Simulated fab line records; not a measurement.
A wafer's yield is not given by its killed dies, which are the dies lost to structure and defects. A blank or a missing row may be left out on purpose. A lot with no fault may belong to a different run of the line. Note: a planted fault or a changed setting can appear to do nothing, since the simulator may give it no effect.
fab line records	flow nand_harc
record: lots: 11	wafers: 33	last_day: 34
route steps=1302 shown P_GATE@175
lots with no fault: from the same line, run without faults
start_h: the number of hours between the record's first day and the start of the first shown wafer of the lot	wait_h: hours since the lot's step before	" repeats the value in the row above	L1.1+2: several wafers, shown together as one row	- value missing, or start not given	* or withheld: withheld	< > ~ a bound
route shown NAME@n: a module of which the file shows steps, and the number in the route of the first	usual: the fault-free wafers' mean and standard deviation	same: alike in all rows	chamber/n: place in a boat	sites: per-site readings	_std_site: standard deviation across them	_edge_site: mean of outer sites minus mean of inner sites	radius_mm: for every site, how far away it sits from the centre of the wafer	mask NAME#n: copy n	behind: the last tool/chamber to shape the wafer	hold: what put the lot on hold/how long, in hours/how the hold closed	device: which transistor (n, p or np) failed to switch	end of line: at the end of the route, the tests of the same wafers	a step without rows: its recipe alone	killed: dies that structure and defects cost at the first sort, which is not the same as the wafer's yield	map: shows each die of a wafer: x if killed, . if not, _ if none is there
set.NAME: the run value of the setting; set.NAME@STEP: its run value at that earlier step	model.NAME: the simulator's own value behind a step, which no gauge read
the route's steps for a sample of lots (tables are steps, rows are wafers)
services: when a tool's chamber went out of use (start_h, in hours from the record's first day, below 0 if earlier), for how many hours, and the reason
== steps ==
step: NHARC_P_GATE_STRIP_75
recipe: power_w: 1500	temp_c: 250	chemistry: O2
usual: drypump_motor_current_A: 5.8/0.36	heater_power_w: 344/45	temp_c: 250.03/0.16
lot.wafer	tool	chamber	start_h	wait_h	drypump_motor_current_A	heater_power_w	rf_hours_counter_h	temp_c
L301.1	plasma_asher-02	0	164.41	0.3	6.4	314	14	249.95
L301.2	"	1	"	"	5.6	398	14	249.84
L301.6	"	0	"	"	6.4	309	-	250.36
L302.1	plasma_asher-01	0	164.87	0.3	5.5	309	37	249.93
L302.4	"	1	"	"	6.0	363	-	249.96
L302.6	"	1	"	"	6.0	363	-	250.02
L303.1	plasma_asher-01	0	179.40	0.3	5.4	286	1	250.15
L303.4	"	1	"	"	6.0	368	-	250.16
L303.6	"	0	"	"	5.5	286	-	249.98
L304.1	plasma_asher-01	0	187.95	0.3	5.4	284	3	250.39
L304.2	"	1	"	"	6.0	367	3	250.23
L304.4	"	0	"	"	5.4	290	-	250.17
L309.2	plasma_asher-01	1	240.49	0.3	6.0	363	13	249.91
L309.4	"	1	"	"	6.1	369	-	250.09
L309.6	"	0	"	"	5.4	297	-	250.07
L313.3	plasma_asher-01	1	273.49	0.1	6.1	366	-	249.98
L313.6	"	0	"	"	5.4	285	-	250.04
L313.5	"	1	"	"	6.0	368	-	250.00
L314.1	plasma_asher-01	1	290.37	0.2	6.0	358	27	249.93
L314.5	"	0	"	"	5.4	289	-	250.31
L314.6	"	1	"	"	6.0	362	-	250.42
L315.2	plasma_asher-01	1	300.08	0.3	6.0	377	28	250.17
L315.3	"	0	"	"	5.4	295	-	250.11
L315.6	"	0	"	"	5.5	286	-	250.06
L317.2	plasma_asher-01	1	316.48	0.2	6.0	362	33	249.83
L317.3	"	1	"	"	6.0	374	-	249.83
L317.6	"	1	"	"	6.0	367	-	250.19
L318.1	plasma_asher-01	1	330.31	0.2	6.0	364	35	250.01
L318.3	"	1	"	"	6.0	366	-	249.68
L318.6	"	0	"	"	5.4	297	-	250.48
L319.2	plasma_asher-02	1	345.40	0.3	5.6	386	15	250.08
L319.6	"	1	"	"	5.6	382	-	250.25
L319.5	"	0	"	"	6.4	330	-	249.78
step: NHARC_P_GATE_EXPOSE_56
recipe: na: 0.6	target_cd_nm: 720	dose_mj: 14.81	mask_id: P_PSD
usual: focus_offset_nm: -0.1/0.49
same: na: 0.6
lot.wafer	tool	chamber	start_h	wait_h	mask	focus_offset_nm
L301.1	krf_scanner-04	0	165.05	-	P_PSD#0	-0.1
L301.2	"	0	"	"	P_PSD#0	-0.3
L301.6	"	0	"	"	P_PSD#0	-0.9
L302.1	krf_scanner-04	0	165.51	-	P_PSD#0	-0.3
L302.4	"	0	"	"	P_PSD#0	-0.1
L302.6	"	0	"	"	P_PSD#0	0.2
L303.1	krf_scanner-01	0	180.19	-	P_PSD#0	-0.5
L303.4	"	0	"	"	P_PSD#0	0.2
L303.6	"	0	"	"	P_PSD#0	-0.1
L304.1	krf_scanner-02	0	188.72	-	P_PSD_R1#0	-0.7
L304.2	"	0	"	"	P_PSD_R1#0	-0.3
L304.4	"	0	"	"	P_PSD_R1#0	-0.3
L309.2	krf_scanner-01	0	241.28	-	P_PSD#0	-0.5
L309.4	"	0	"	"	P_PSD#0	-0.3
L309.6	"	0	"	"	P_PSD#0	0.4
L313.3	krf_scanner-04	0	274.11	-	P_PSD#0	0.2
L313.5	"	0	"	"	P_PSD#0	0.0
L313.6	"	0	"	"	P_PSD#0	0.3
L314.1	krf_scanner-01	0	291.12	-	P_PSD#0	-0.1
L314.5	"	0	"	"	P_PSD#0	-1.1
L314.6	"	0	"	"	P_PSD#0	0.1
L315.2	krf_scanner-04	0	300.85	-	P_PSD#0	0.5
L315.3	"	0	"	"	P_PSD#0	0.5
L315.6	"	0	"	"	P_PSD#0	-0.7
L317.2	krf_scanner-04	0	317.24	-	P_PSD#0	0.0
L317.3	"	0	"	"	P_PSD#0	0.6
L317.6	"	0	"	"	P_PSD#0	0.4
L318.1	krf_scanner-04	0	330.95	-	P_PSD#0	0.0
L318.3	"	0	"	"	P_PSD#0	0.3
L318.6	"	0	"	"	P_PSD#0	0.3
L319.2	krf_scanner-02	0	346.17	-	P_PSD#0	1.0
L319.5	"	0	"	"	P_PSD#0	0.2
L319.6	"	0	"	"	P_PSD#0	0.3
step: NHARC_P_GATE_CD_MEAS_59
recipe: target_cd_nm: 720	landing_energy_ev: 500
usual: cd_nm: 719.2/2.1
lot.wafer	tool	chamber	start_h	wait_h	hold	cd_nm
L301.1	cd_sem-02	0	165.21	-	-	720.0
L301.2	"	0	"	"	-	715.4
L301.6	"	0	"	"	-	719.4
L302.1	cd_sem-02	0	165.67	-	-	720.0
L302.4	"	0	"	"	-	721.2
L302.6	"	0	"	"	-	717.3
L303.1	cd_sem-01	0	180.34	-	-	720.1
L303.4	"	0	"	"	-	721.7
L303.6	"	0	"	"	-	718.5
L304.1	cd_sem-01	0	188.88	-	await_dispo/0.2h/release	703.7
L304.2	"	0	"	"	await_dispo/0.2h/release	699.9
L304.4	"	0	"	"	await_dispo/0.2h/release	703.3
L304.1	cd_sem-01	0	-	-	-	704.0
L304.2	"	0	"	"	-	699.3
L304.4	"	0	"	"	-	703.7
L309.2	cd_sem-03	0	241.43	-	-	720.2
L309.4	"	0	"	"	-	715.1
L309.6	"	0	"	"	-	718.0
L313.3	cd_sem-02	0	274.26	-	-	718.4
L313.5	"	0	"	"	-	720.1
L313.6	"	0	"	"	-	716.2
L314.1	cd_sem-02	0	291.28	-	-	719.8
L314.5	"	0	"	"	-	720.6
L314.6	"	0	"	"	-	719.8
L315.2	cd_sem-02	0	301.01	-	-	718.5
L315.3	"	0	"	"	-	719.5
L315.6	"	0	"	"	-	722.9
L317.2	cd_sem-03	0	317.40	-	-	715.0
L317.3	"	0	"	"	-	718.1
L317.6	"	0	"	"	-	721.6
L318.1	cd_sem-02	0	331.10	-	-	715.3
L318.3	"	0	"	"	-	722.8
L318.6	"	0	"	"	-	719.5
L319.2	cd_sem-01	0	346.33	-	-	720.4
L319.5	"	0	"	"	-	720.7
L319.6	"	0	"	"	-	716.8
step: NHARC_P_GATE_DESCUM_61
recipe: time_s: 3	o2_flow_sccm: 200	ar_flow_sccm: 0	bias_power_w: 0	chemistry: O2
usual: drypump_motor_current_A: 5.8/0.51	oes_product_au: 0.993/0.016	rf_vpp_V: 57.8/0.82	showerhead_plenum_p_Torr: 1.91/0.07	throttle_valve_pct: 11.311/0.0085
lot.wafer	tool	chamber	start_h	wait_h	drypump_motor_current_A	oes_product_au	rf_hours_counter_h	rf_vpp_V	showerhead_plenum_p_Torr	throttle_valve_pct
L301.2	rie_diel-03	1	165.38	-	6.1	0.978	2	56.5	1.90	11.319
L301.1	"	2	"	"	5.7	1.007	2	59.2	1.83	11.317
L301.6	"	0	"	"	5.0	1.018	-	57.7	1.90	11.295
L302.4	rie_diel-04	2	165.83	-	5.6	0.969	13	58.1	2.03	11.309
L302.1	"	3	"	"	5.8	0.963	13	58.3	1.93	11.325
L302.6	"	3	"	"	5.8	0.963	-	56.8	1.93	11.303
L303.4	rie_diel-03	2	180.50	-	5.7	1.005	3	57.8	1.83	11.303
L303.1	"	1	"	"	6.1	0.990	3	58.1	1.90	11.305
L303.6	"	2	"	"	5.6	1.007	-	56.4	1.83	11.307
L304.1	rie_diel-03	1	195.08	-	6.1	0.994	4	57.5	1.90	11.311
L304.4	"	2	"	"	5.7	1.004	4	57.6	1.83	11.303
L304.2	"	0	"	"	5.0	1.041	3	58.0	1.90	11.309
L309.2	rie_diel-04	0	241.59	-	5.9	1.013	3	57.5	1.86	11.293
L309.4	"	1	"	"	6.4	1.002	3	57.3	2.03	11.308
L309.6	"	1	"	"	6.3	0.988	-	58.4	2.03	11.317
L313.3	rie_diel-08	0	274.44	-	5.7	0.981	4	57.3	1.88	11.305
L313.5	"	2	"	"	6.6	0.994	-	56.8	1.95	11.311
L313.6	"	3	"	"	6.6	0.986	-	55.5	1.79	11.311
L314.1	rie_diel-08	1	291.46	-	5.9	1.014	5	58.1	1.95	11.303
L314.5	"	3	"	"	6.6	1.007	-	56.7	1.79	11.306
L314.6	"	0	"	"	5.7	0.986	-	57.8	1.88	11.301
L315.2	rie_diel-03	1	301.16	-	6.1	0.974	0	57.0	1.90	11.308
L315.3	"	3	"	"	4.8	0.994	0	57.6	1.87	11.305
L315.6	"	1	"	"	6.1	0.980	-	58.6	1.90	11.324
L317.3	rie_diel-04	2	317.58	-	5.6	0.990	7	56.9	2.03	11.322
L317.2	"	3	"	"	5.8	1.000	8	58.7	1.92	11.322
L317.6	"	1	"	"	6.4	0.999	-	56.8	2.02	11.301
L318.1	rie_diel-08	2	331.26	-	6.5	0.998	7	57.9	1.95	11.320
L318.3	"	3	"	"	6.6	1.014	7	57.2	1.78	11.313
L318.6	"	2	"	"	6.5	1.002	-	58.0	1.95	11.306
L319.2	rie_diel-03	3	346.48	-	4.8	0.983	2	57.2	1.87	11.320
L319.6	"	3	"	"	4.8	0.985	-	58.8	1.87	11.310
L319.5	"	0	"	"	5.0	1.003	-	57.8	1.90	11.321
step: NHARC_P_GATE_STRIP_112
recipe: power_w: 1500	temp_c: 110	time_s: 200	chemistry: N2/H2
usual: drypump_motor_current_A: 5.9/0.37	heater_power_w: 92/11	temp_c: 110.01/0.14
lot.wafer	tool	chamber	start_h	wait_h	drypump_motor_current_A	heater_power_w	rf_hours_counter_h	temp_c
L301.2	plasma_asher-02	0	165.74	0.2	6.4	83	14	110.31
L301.1	"	1	"	"	5.6	110	14	110.03
L301.6	"	0	"	"	6.4	84	-	110.21
L302.1	plasma_asher-02	1	166.67	0.7	5.6	109	15	109.93
L302.4	"	1	"	"	5.5	108	-	109.86
L302.6	"	1	"	"	5.5	111	-	110.17
L303.1	plasma_asher-01	1	180.87	0.2	6.0	99	1	110.21
L303.4	"	1	"	"	6.0	99	-	110.13
L303.6	"	1	"	"	6.0	98	-	110.14
L304.1	plasma_asher-02	0	195.45	0.2	6.4	85	22	109.99
L304.2	"	1	"	"	5.6	111	22	110.17
L304.4	"	1	"	"	5.6	107	-	110.03
L309.2	plasma_asher-01	1	242.00	0.2	6.0	97	13	109.74
L309.4	"	0	"	"	5.4	78	-	109.90
L309.6	"	0	"	"	5.4	76	-	110.04
L313.3	plasma_asher-02	1	274.91	0.3	5.6	101	-	110.00
L313.6	"	0	"	"	6.4	87	-	110.00
L313.5	"	1	"	"	5.6	103	-	109.99
L314.1	plasma_asher-02	1	291.81	0.2	5.6	103	7	110.05
L314.5	"	1	"	"	5.5	105	-	110.14
L314.6	"	0	"	"	6.4	88	-	109.82
L315.2	plasma_asher-01	0	301.56	0.2	5.4	78	28	109.86
L315.3	"	1	"	"	6.1	100	-	109.98
L315.6	"	0	"	"	5.5	78	-	109.72
L317.2	plasma_asher-02	1	317.97	0.2	5.5	103	10	109.92
L317.3	"	1	"	"	5.6	104	-	110.00
L317.6	"	0	"	"	6.4	89	-	109.87
L318.1	plasma_asher-02	0	331.63	0.2	6.4	88	13	110.15
L318.3	"	1	"	"	5.6	105	-	110.14
L318.6	"	0	"	"	6.4	87	-	110.15
L319.2	plasma_asher-02	1	346.86	0.2	5.5	105	16	110.11
L319.5	"	1	"	"	5.6	103	-	110.09
L319.6	"	0	"	"	6.4	87	-	110.05
== services ==
tool	chamber	start_h	hours	kind
krf_scanner-02	-	141.16	0.7	repair
plasma_asher-01	-	165.42	9.0	pm
rie_diel-04	-	177.90	9.0	pm
rie_diel-08	2	179.00	7.0	repair
rie_diel-08	1	180.40	14.0	repair
krf_scanner-04	-	182.00	4.0	pm
rie_diel-08	-	190.80	9.0	pm
rie_diel-03	3	207.45	1.3	repair
krf_scanner-02	-	213.51	3.5	repair
krf_scanner-01	-	219.09	4.9	repair
plasma_asher-01	-	237.88	0.3	repair
plasma_asher-02	-	241.26	10.5	repair
rie_diel-03	-	253.44	2.4	repair
krf_scanner-02	-	265.06	0.1	repair
rie_diel-03	-	281.30	9.0	pm
krf_scanner-01	-	297.40	6.0	repair
rie_diel-08	2	307.16	6.4	repair
krf_scanner-01	-	312.00	4.0	pm
rie_diel-03	3	323.44	2.5	repair
krf_scanner-01	-	327.89	1.8	repair
rie_diel-03	3	328.56	1.7	repair
rie_diel-08	0	339.88	4.7	repair
rie_diel-08	2	341.29	9.0	repair
plasma_asher-01	-	342.42	9.0	pm
== key ==
first_sign: step: NHARC_P_GATE_EXPOSE_56	reading: mask	direction: changed
effect: step: NHARC_P_GATE_CD_MEAS_59	reading: visit	direction: added
effect: step: NHARC_P_GATE_CD_MEAS_59	reading: cd_nm	direction: down	sigmas: 8	usual: 719.2	struck: 702.3
met_at NHARC_P_GATE_EXPOSE_56
struck_lots L304
tester_left_out L304
not_acting_at NHARC_P_GATE_STRIP_75,NHARC_P_GATE_DESCUM_61,NHARC_P_GATE_STRIP_112
fault: kind: wrong_mask	tool: any	chamber: -	onset_h: 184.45	steps: NHARC_P_GATE_EXPOSE_56	aux_copy: P_PSD_R1#0	cd_offset_nm: -17.22	scope: struck_lots_only
tester_left_out: of these lots the tester's yield and bins aren't shown, on N5 and GAA mostly nor the transistor test; their killed dies are dies lost to structure and defects alone, not to doping, threshold or leakage, so they don't give the yield
